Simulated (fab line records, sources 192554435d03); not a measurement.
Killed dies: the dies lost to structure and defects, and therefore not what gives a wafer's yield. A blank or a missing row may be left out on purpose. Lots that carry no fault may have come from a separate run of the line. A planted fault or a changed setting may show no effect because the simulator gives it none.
Matching of chambers    flow n5-finfet    rie-diel-03 running N5_PMOS_HMC_CHANNEL_EPI_HM_OPEN_15: 4 sister chambers
The step chemistry CHF3/O2, target SiO2, target depth 40.6 nm, time 20.3 s. 4 wafers are shown with their chamber, then 12 later ones without.

WAFERS PAIRED WITH THEIR CHAMBERS
wafer   chamber  drypump-motor-current-A (A)
L088.1  1        6.4
L088.2  3        4.9
L091.4  0        6.0
L091.5  2        5.4

WAFERS WITHOUT THEIR CHAMBER
wafer   drypump-motor-current-A (A)
L092.1  6.5
L092.3  6.0
L092.5  6.0
L093.3  4.9
L093.4  6.5
L093.6  4.9
L095.2  5.4
L095.4  6.0
L095.5  6.5
L097.1  4.9
L097.4  6.4
L097.6  4.9

EACH ONE'S CHAMBER
wafer   from the rows above  in truth
L092.1  1                    1
L092.3  0                    0
L092.5  0                    0
L093.3  3                    3
L093.4  1                    1
L093.6  3                    3
L095.2  2                    2
L095.4  0                    0
L095.5  1                    1
L097.1  3                    3
L097.4  1                    1
L097.6  3                    3
Correct placement for 12 of the 12. Left unplaced by these rows: 0. 0 placed wrongly.
How it was worked out, from the rows above alone: a wafer's distance from a chamber is the root of the sum, over the readings, of the square of ((its reading less the chamber's mean) divided by the reading's scatter). The wafer belongs to the nearest chamber; if the next one is less than 2 further off, it can't be placed. The mean given for a chamber averages the wafers shown for that chamber. The scatter: with one shown wafer a chamber, the root of the mean of the squares of how far each hidden wafer lies from its nearest shown one.
